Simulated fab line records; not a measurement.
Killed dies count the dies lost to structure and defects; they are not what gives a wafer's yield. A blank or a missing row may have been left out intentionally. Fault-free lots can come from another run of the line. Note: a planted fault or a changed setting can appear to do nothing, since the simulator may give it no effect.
fab line records -- flow nand_harc
record lots=13, wafers=39, last_day=24
route steps=1159 shown P_M1@309 A_M1@1052 A_BONDPAD@1082 END@1159
lots that met no fault: from a run of the same line without faults
start_h: hours from the record's first day to the start of the lot's first wafer shown -- wait_h: hours elapsed since this lot's preceding step -- " same as the row above -- L1.1+2: a row that stands for several wafers -- - either no value or no given start -- * or withheld: withheld -- < > ~ a bound
route shown NAME@n: a module of which the file shows steps, and the number in the route of the first -- usual: the fault-free wafers' mean and standard deviation -- same: alike in all rows -- chamber/n: place in a boat -- sites: readings site by site -- _std_site: the values' standard deviation -- _edge_site: mean of outer sites minus mean of inner sites -- radius_mm: for every site, how far away it sits from the centre of the wafer -- mask NAME#n: copy n -- behind: tool/chamber where the wafer was last shaped -- hold: cause of the lot's hold/its duration in hours/its outcome -- device: which transistor (n, p or np) failed to switch -- end of line: tests run on the same wafers once the route is complete -- a step without rows: its recipe alone -- killed: dies that structure and defects cost at the first sort, which is not the same as the wafer's yield -- map: a wafer's dies, x killed, . not, _ none there
set.NAME: the setting the step ran with; set.NAME@STEP: the setting that earlier step ran with -- model.NAME: the simulator's own value behind a step, which no gauge read
the route's steps for a sample of lots (tables are steps, rows are wafers)
services: the hour from which a tool's chamber was out of use, counted from the record's first day as start_h (under 0 if before that day), plus the number of hours and why
## steps
# step NHARC_P_M1_ECD_22
# recipe target_thk_a=4000, bath_temp_c=25, material=Cu
lot.wafer,tool,chamber,start_h,wait_h
L747.4+6+5,ecd_cu-02,"1,0,1",137.57,-
L749.1+3+6,ecd_cu-01,"1,0,1",139.57,-
L750.2+4+6,ecd_cu-01,"0,0,1",155.05,-
L752.1+5+6,ecd_cu-01,"1,1,0",155.36,-
L753.1+4+6,ecd_cu-02,"1,1,0",162.39,-
L755.4+3+5,ecd_cu-01,"1,0,0",172.82,-
L756.2+4+5,ecd_cu-01,"1,0,0",186.86,-
L758.2+1+4,ecd_cu-02,"0,1,0",199.45,-
L762.1+4+6,ecd_cu-01,1,216.71,-
L763.1+3+6,ecd_cu-01,1,226.50,-
L767.2+3+5,ecd_cu-02,"1,0,0",246.81,-
L769.1+4+6,ecd_cu-02,"0,1,1",251.71,-
L768.2+1+4,ecd_cu-02,"1,0,0",252.76,-
# step NHARC_A_M1_CMP_23
# recipe t_overpolish_s=20, target_thk_nm=154.34
# usual motor_current_A=12.6/1.1, pad_life_wafers=292/170, retaining_ring_pressure_frac=1.000/0.0047, slurry_flow_ml_min=150.0/0.43, time_to_endpoint_s=28.9/2.5
lot.wafer,tool,chamber,start_h,wait_h,motor_current_A,pad_life_wafers,retaining_ring_pressure_frac,slurry_flow_ml_min,time_to_endpoint_s
L749.1,cmp-04,0,417.07,-,12.0,96,1.008,150.2,31.8
L749.3,cmp-04,2,417.07,-,13.5,98,0.998,151.1,29.5
L749.6,cmp-04,0,417.07,-,11.4,-,1.005,149.2,31.2
L747.4,cmp-04,3,419.20,-,10.8,108,1.004,150.3,31.4
L747.6,cmp-04,3,419.20,-,10.9,-,1.002,149.9,33.9
L747.5,cmp-04,0,419.20,-,11.8,-,1.003,149.5,31.2
L750.2,cmp-02,1,437.74,-,12.8,73,0.992,150.3,27.5
L750.4,cmp-02,2,437.74,-,12.2,74,0.999,150.5,26.4
L750.6,cmp-02,0,437.74,-,12.8,-,1.001,150.2,25.3
L752.1,cmp-03,0,447.56,-,12.9,523,1.001,150.2,27.6
L752.5,cmp-03,3,447.56,-,12.0,-,1.000,150.0,26.0
L752.6,cmp-03,0,447.56,-,12.8,-,0.991,149.8,29.6
L753.4,cmp-02,2,447.67,-,12.5,109,0.998,150.0,28.7
L753.1,cmp-02,0,447.67,-,12.9,111,0.998,149.9,24.5
L753.6,cmp-02,2,447.67,-,12.0,-,0.990,150.0,25.0
L755.3,cmp-04,3,457.80,-,11.3,313,1.005,150.7,26.6
L755.4,cmp-04,0,457.80,-,12.1,314,1.001,150.1,28.0
L755.5,cmp-04,3,457.80,-,11.2,-,1.004,149.7,28.2
L756.2,cmp-02,1,472.44,-,12.8,260,1.002,149.6,31.0
L756.4,cmp-02,2,472.44,-,11.9,261,1.007,149.7,30.1
L756.5,cmp-02,0,472.44,-,12.2,-,1.003,150.6,30.5
L758.1,cmp-02,3,481.14,-,13.1,312,1.001,149.9,29.9
L758.4,cmp-02,0,481.14,-,11.8,313,0.993,149.5,30.5
L758.2,cmp-02,2,481.14,-,12.4,315,1.003,149.9,30.4
L762.1,cmp-04,1,490.99,-,14.2,480,0.998,149.4,29.6
L762.4,cmp-04,3,490.99,-,11.4,482,0.992,149.8,29.0
L762.6,cmp-04,2,490.99,-,13.6,-,0.999,150.4,27.6
L763.3,cmp-02,1,506.27,-,12.7,475,1.002,149.9,32.5
L763.1,cmp-02,2,506.27,-,12.1,476,0.994,150.6,33.9
L763.6,cmp-02,1,506.27,-,12.6,-,1.002,150.1,34.2
L769.4,cmp-04,1,525.66,-,14.1,144,0.999,150.5,28.7
L769.1,cmp-04,3,525.66,-,11.1,146,1.003,149.4,26.4
L769.6,cmp-04,2,525.66,-,13.6,-,1.001,150.0,27.4
L767.2,cmp-03,1,530.18,-,14.3,499,0.998,149.2,23.1
L767.3,cmp-03,2,530.18,-,10.5,500,0.999,149.6,24.9
L767.5,cmp-03,0,530.18,-,13.0,-,1.002,149.8,24.1
L768.2,cmp-03,2,533.52,-,10.9,534,1.002,149.8,24.8
L768.4,cmp-03,0,533.52,-,12.9,536,1.002,150.0,25.8
L768.1,cmp-03,1,533.52,-,13.4,537,1.002,149.6,25.0
# step NHARC_A_BONDPAD_DEGAS_25
# recipe temp_c=300, time_s=60
# usual heater_power_w=468/48
lot.wafer,tool,chamber,start_h,wait_h,heater_power_w
L749.3,pvd_sputter-02,-,420.85,-,507
L749.1,pvd_sputter-02,-,420.85,-,462
L749.6,pvd_sputter-02,-,420.85,-,514
L747.4,pvd_sputter-02,-,422.95,-,406
L747.5,pvd_sputter-02,-,422.95,-,472
L747.6,pvd_sputter-02,-,422.95,-,480
L750.2,pvd_sputter-02,-,441.15,-,404
L750.4,pvd_sputter-02,-,441.15,-,491
L750.6,pvd_sputter-02,-,441.15,-,405
L752.1,pvd_sputter-02,-,450.97,-,467
L752.5,pvd_sputter-02,-,450.97,-,483
L752.6,pvd_sputter-02,-,450.97,-,492
L753.4,pvd_sputter-03,-,451.15,-,524
L753.1,pvd_sputter-03,-,451.15,-,424
L753.6,pvd_sputter-03,-,451.15,-,471
L755.3,pvd_sputter-02,-,461.36,-,470
L755.4,pvd_sputter-02,-,461.36,-,404
L755.5,pvd_sputter-02,-,461.36,-,469
L756.4,pvd_sputter-01,-,475.93,-,439
L756.2,pvd_sputter-01,-,475.93,-,519
L756.5,pvd_sputter-01,-,475.93,-,429
L758.1,pvd_sputter-01,-,484.58,-,414
L758.2,pvd_sputter-01,-,484.58,-,518
L758.4,pvd_sputter-01,-,484.58,-,443
L762.1,pvd_sputter-03,-,494.62,-,418
L762.4,pvd_sputter-03,-,494.62,-,444
L762.6,pvd_sputter-03,-,494.62,-,581
L763.1,pvd_sputter-02,-,509.87,-,505
L763.3,pvd_sputter-02,-,509.87,-,483
L763.6,pvd_sputter-02,-,509.87,-,502
L769.1,pvd_sputter-03,-,529.43,-,577
L769.4,pvd_sputter-03,-,529.43,-,411
L769.6,pvd_sputter-03,-,529.43,-,458
L767.3,pvd_sputter-01,-,533.57,-,427
L767.2,pvd_sputter-01,-,533.57,-,512
L767.5,pvd_sputter-01,-,533.57,-,438
L768.4,pvd_sputter-01,-,537.16,-,518
L768.2,pvd_sputter-01,-,537.16,-,531
L768.1,pvd_sputter-01,-,537.16,-,433
# step NHARC_A_BONDPAD_ANNEAL_28
# recipe temp_c=225, time_s=90
# usual wafer_temp_C_max=226.0/0.41
lot.wafer,tool,chamber,start_h,wait_h,wafer_temp_C_max
L749.1,rtp_anneal-02,0,421.65,-,226.3
L749.3,rtp_anneal-02,0,421.65,-,226.4
L749.6,rtp_anneal-02,0,421.65,-,226.2
L747.4,rtp_anneal-01,0,423.83,0.4,225.5
L747.5,rtp_anneal-01,0,423.83,0.4,225.7
L747.6,rtp_anneal-01,0,423.83,0.4,225.9
L750.2,rtp_anneal-01,0,441.93,-,226.0
L750.4,rtp_anneal-01,0,441.93,-,225.5
L750.6,rtp_anneal-01,0,441.93,-,225.8
L752.1,rtp_anneal-02,0,451.73,0.3,226.2
L752.5,rtp_anneal-02,0,451.73,0.3,226.7
L752.6,rtp_anneal-02,0,451.73,0.3,226.4
L753.1,rtp_anneal-01,0,452.03,0.3,225.7
L753.4,rtp_anneal-01,0,452.03,0.3,225.7
L753.6,rtp_anneal-01,0,452.03,0.3,225.9
L755.3,rtp_anneal-02,0,462.19,-,226.4
L755.4,rtp_anneal-02,0,462.19,-,226.6
L755.5,rtp_anneal-02,0,462.19,-,226.0
L756.2,rtp_anneal-01,0,476.73,0.3,225.8
L756.4,rtp_anneal-01,0,476.73,0.3,226.3
L756.5,rtp_anneal-01,0,476.73,0.3,225.6
L758.1,rtp_anneal-01,0,485.31,-,225.8
L758.2,rtp_anneal-01,0,485.31,-,225.6
L758.4,rtp_anneal-01,0,485.31,-,225.8
L762.1,rtp_anneal-01,0,495.34,-,225.6
L762.4,rtp_anneal-01,0,495.34,-,225.7
L762.6,rtp_anneal-01,0,495.34,-,225.5
L763.1,rtp_anneal-01,0,510.64,-,225.5
L763.3,rtp_anneal-01,0,510.64,-,225.8
L763.6,rtp_anneal-01,0,510.64,-,225.9
L769.1,rtp_anneal-01,0,530.15,-,225.4
L769.4,rtp_anneal-01,0,530.15,-,226.1
L769.6,rtp_anneal-01,0,530.15,-,225.5
L767.2,rtp_anneal-01,0,534.35,0.4,225.8
L767.3,rtp_anneal-01,0,534.35,0.4,225.5
L767.5,rtp_anneal-01,0,534.35,0.4,225.6
L768.1,rtp_anneal-02,0,537.90,0.3,226.8
L768.2,rtp_anneal-02,0,537.90,0.3,226.3
L768.4,rtp_anneal-02,0,537.90,0.3,226.8
# step NHARC_END_SORT_01
# recipe temp_c=25
# usual defect_limited_yield=95.7/1.5, killed_at_array=26/9.9, killed_at_other=0.8/1, killed_at_periphery=2.8/2.2, killed_dies=29/9.9, killed_open=3.2/1.8, killed_short=2.1/1.4, sort_bin_2_pct=1.3/0.54, sort_bin_3_pct=0.23/0.2, sort_bin_4_pct=2.8/1, sort_n_pass=648/9.9, sort_rim_yield_pct=95/3.5, sort_yield_pct=95.7/1.5
# same gross_dies=677, sort_bin_5_pct[%]=0, sort_bin_6_pct[%]=0, sort_bin_7_pct[%]=0, sort_bin_8_pct[%]=0, sort_rim_n_gross=106.00
lot.wafer,tool,chamber,start_h,wait_h,defect_limited_yield[%],killed_at_array,killed_at_other,killed_at_periphery,killed_dies,killed_open,killed_short,sort_bin_2_pct[%],sort_bin_3_pct[%],sort_bin_4_pct[%],sort_n_pass,sort_rim_yield_pct[%],sort_yield_pct[%]
L750.2,prober-01,0,472.17,2.8,96.3,19,1,5,25,4,3,1.2,0.30,2.2,652,92,96.3
L750.4,prober-01,0,473.78,3.4,96.5,20,4,0,24,1,1,0.7,0,2.8,653,95,96.5
L750.6,prober-01,0,475.40,4.0,96.6,22,1,0,23,0,1,0.7,0.15,2.5,654,98,96.6
L753.4,prober-02,0,483.31,3.4,95.1,31,2,0,33,3,1,1.8,0.30,2.8,644,93,95.1
L756.2,prober-01,0,505.13,2.8,97.5,15,1,1,17,3,2,0.4,0.30,1.8,660,99,97.5
L756.4,prober-01,0,506.73,3.4,97.0,19,0,1,20,2,3,0.6,0.30,2.1,657,98,97.0
L756.5,prober-01,0,507.52,3.7,97.0,18,0,2,20,1,0,1.2,0.30,1.5,657,97,97.0
L758.1,prober-02,0,517.46,2.5,95.1,26,0,7,33,4,2,1.3,0.30,3.2,644,97,95.1
L758.2,prober-02,0,518.25,2.8,94.8,26,1,8,35,8,1,1.2,0.30,3.7,642,93,94.8
L758.4,prober-02,0,519.85,3.4,95.7,23,1,5,29,4,1,1.0,0.44,2.8,648,93,95.7
L762.1,prober-01,0,527.72,2.5,47.4,22,0,334,356,6,2,20.2,4.14,28.2,321,40,47.4
L762.4,prober-01,0,530.10,3.4,45.3,20,0,350,370,1,2,17.4,4.58,32.6,307,46,45.3
L762.6,prober-01,0,531.70,4.0,46.8,23,0,337,360,5,1,20.8,3.99,28.4,317,43,46.8
L763.1,prober-01,0,540.71,2.5,49.0,28,2,315,345,1,1,16.2,3.10,31.6,332,47,49.0
L763.3,prober-01,0,542.29,3.1,44.9,31,2,340,373,5,3,20.7,4.73,29.7,304,46,44.9
L763.6,prober-01,0,544.66,4.0,46.5,33,1,328,362,4,0,18.9,3.10,31.5,315,50,46.5
# killed by level:class
L750.2 A_SLIT:chamber_film_flake=5 A_BONDPAD:chamber_film_flake=4 A_CHANNEL_HOLE_D1:chamber_film_flake=3 P_M1:chamber_film_flake=2 P_M0:geometric_particle:open=1 P_M1:geometric_particle:open=1 A_ONON_D1:geometric_particle:short=1 A_CHANNEL_FILL_D1:geometric_particle:open=1
L750.4 A_SLIT:chamber_film_flake=7 THIN_TSV:chamber_film_flake=4 A_STAIRCASE:chamber_film_flake=3 A_CHANNEL_HOLE_D1:chamber_film_flake=2 A_CONTACT:chamber_film_flake=2 A_CHANNEL_FILL_D1:geometric_particle:short=1 A_M1:geometric_particle:open=1 A_ZERO_WELL:chamber_film_flake=1
L750.6 A_SLIT:chamber_film_flake=9 A_CHANNEL_HOLE_D1:chamber_film_flake=4 A_STAIRCASE:chamber_film_flake=4 A_BONDPAD:chamber_film_flake=2 A_SOURCE_PLATE:geometric_particle:short=1 A_ZERO_WELL:chamber_film_flake=1 A_CONTACT:chamber_film_flake=1 THIN_TSV:chamber_film_flake=1
L753.4 A_CHANNEL_HOLE_D1:chamber_film_flake=12 A_SLIT:chamber_film_flake=12 A_CONTACT:geometric_particle:open=2 A_CONTACT:chamber_film_flake=2 THIN_TSV:chamber_film_flake=2 A_SGD_CUT:geometric_particle:short=1 A_WL_FILL:geometric_particle:open=1 A_STAIRCASE:chamber_film_flake=1
L756.2 A_CONTACT:chamber_film_flake=7 A_STAIRCASE:chamber_film_flake=3 A_CONTACT:geometric_particle:open=2 P_GATE:geometric_particle:open=1 A_WL_FILL:geometric_particle:short=1 STARTING-WAFER:geometric_particle:short=1 A_CHANNEL_HOLE_D1:chamber_film_flake=1 A_CHANNEL_FILL_D1:chamber_film_flake=1
L756.4 A_STAIRCASE:chamber_film_flake=6 A_CONTACT:chamber_film_flake=6 A_CHANNEL_FILL_D1:geometric_particle:open=2 A_CHANNEL_HOLE_D1:chamber_film_flake=2 A_CHANNEL_FILL_D1:geometric_particle:short=1 A_WL_FILL:geometric_particle:short=1 A_CONTACT:geometric_particle:short=1 P_ZERO_WELL:chamber_film_flake=1
L756.5 A_STAIRCASE:chamber_film_flake=7 A_CHANNEL_HOLE_D1:chamber_film_flake=5 A_CONTACT:chamber_film_flake=4 P_M0:geometric_particle:open=1 P_GATE:chamber_film_flake=1 A_SLIT:chamber_film_flake=1 A_BLC:chamber_film_flake=1
L758.1 A_STAIRCASE:chamber_film_flake=7 A_SLIT:chamber_film_flake=5 A_M1:chamber_film_flake=5 A_CHANNEL_HOLE_D1:chamber_film_flake=4 P_CONTACT:geometric_particle:open=3 P_ZERO_WELL:chamber_film_flake=2 A_CONTACT:chamber_film_flake=2 P_CONTACT:geometric_particle:short=1
L758.2 A_STAIRCASE:chamber_film_flake=10 A_CHANNEL_HOLE_D1:chamber_film_flake=5 A_SLIT:chamber_film_flake=4 P_GATE:geometric_particle:open=2 P_ZERO_WELL:chamber_film_flake=2 P_STI:chamber_film_flake=2 A_M1:chamber_film_flake=2 P_M0:geometric_particle:open=1
L758.4 A_STAIRCASE:chamber_film_flake=8 A_CHANNEL_HOLE_D1:chamber_film_flake=4 A_SLIT:chamber_film_flake=4 P_STI:chamber_film_flake=3 A_CONTACT:chamber_film_flake=2 P_M1:geometric_particle:open=1 P_M2:geometric_particle:short=1 A_SGD_CUT:geometric_particle:open=1
L762.1 P_M1:unspecified=333 A_CHANNEL_HOLE_D1:chamber_film_flake=8 A_STAIRCASE:chamber_film_flake=5 A_CHANNEL_FILL_D1:geometric_particle:open=2 A_CONTACT:geometric_particle:open=2 P_M0:geometric_particle:open=1 A_ONON_D1:geometric_particle:open=1 A_CHANNEL_HOLE_D1:geometric_particle:short=1
L762.4 P_M1:unspecified=349 A_CHANNEL_HOLE_D1:chamber_film_flake=11 A_CONTACT:chamber_film_flake=3 A_STAIRCASE:chamber_film_flake=2 A_WL_FILL:chamber_film_flake=2 P_M0:geometric_particle:open=1 A_ONON_D1:geometric_particle:short=1 A_SGD_CUT:geometric_particle:short=1
L762.6 P_M1:unspecified=336 A_CHANNEL_HOLE_D1:chamber_film_flake=13 A_STAIRCASE:chamber_film_flake=4 P_M0:geometric_particle:open=1 A_ONON_D1:geometric_particle:short=1 A_WL_FILL:geometric_particle:open=1 A_CONTACT:geometric_particle:open=1 A_BLC:geometric_particle:open=1
L763.1 P_M1:unspecified=312 A_SLIT:chamber_film_flake=12 A_CHANNEL_HOLE_D1:chamber_film_flake=10 A_CONTACT:chamber_film_flake=5 THIN_TSV:chamber_film_flake=2 P_STI:geometric_particle:short=1 A_ONON_D1:geometric_particle:open=1 P_STI:chamber_film_flake=1
L763.3 P_M1:unspecified=336 A_CHANNEL_HOLE_D1:chamber_film_flake=12 A_SLIT:chamber_film_flake=8 A_CONTACT:chamber_film_flake=4 A_ONON_D1:geometric_particle:open=2 A_STAIRCASE:chamber_film_flake=2 P_GATE:geometric_particle:open=1 P_M0:geometric_particle:open=1
L763.6 P_M1:unspecified=325 A_SLIT:chamber_film_flake=13 A_CHANNEL_HOLE_D1:chamber_film_flake=13 A_M0:geometric_particle:open=2 A_STAIRCASE:chamber_film_flake=2 P_M0:geometric_particle:open=1 A_WL_FILL:geometric_particle:open=1 P_GATE:chamber_film_flake=1
## services
tool,chamber,start_h,hours,kind
cmp-04,-,115.17,2.1,repair
cmp-02,-,128.59,4.0,pm
cmp-02,-,143.40,5.5,repair
pvd_sputter-02,-,156.62,3.6,repair
ecd_cu-02,-,180.76,8.0,pm
cmp-04,-,203.18,4.0,pm
pvd_sputter-02,-,214.00,10.0,pm
cmp-02,-,226.59,4.0,pm
cmp-02,-,251.05,7.4,repair
ecd_cu-01,-,259.20,8.8,repair
cmp-02,-,265.39,3.0,repair
ecd_cu-01,-,272.25,8.0,pm
ecd_cu-02,-,272.59,1.1,repair
cmp-04,-,283.19,0.6,repair
cmp-02,-,288.68,11.0,repair
cmp-04,-,301.18,4.0,pm
ecd_cu-02,-,301.94,1.5,repair
cmp-02,-,321.31,2.2,repair
ecd_cu-01,-,354.25,1.4,repair
ecd_cu-02,-,357.07,8.0,pm
pvd_sputter-02,-,392.00,10.0,pm
ecd_cu-02,-,441.16,4.8,repair
ecd_cu-01,-,448.25,8.0,pm
ecd_cu-02,-,533.07,8.0,pm
## key
first_sign step=NHARC_END_SORT_01, reading=killed_at_periphery, direction=up, sigmas=99+, usual=2.8, struck=334
effect step=NHARC_END_SORT_01, reading=defect_limited_yield, direction=down, sigmas=33, usual=95.7, struck=46.7
more_kills_born_at NHARC_P_M1_ECD_22@ecd_cu-01=1991
met_at NHARC_P_M1_ECD_22
struck_lots L762,L763
not_acting_at NHARC_A_M1_CMP_23,NHARC_A_BONDPAD_DEGAS_25,NHARC_A_BONDPAD_ANNEAL_28
onset_between 186.86 216.71
fault kind=chamber_particle_source, tool=ecd_cu-01, chamber=-, onset_h=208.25, steps=NHARC_P_M1_ECD_22, rate_per_visit_cm2=0.78418, end_h=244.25
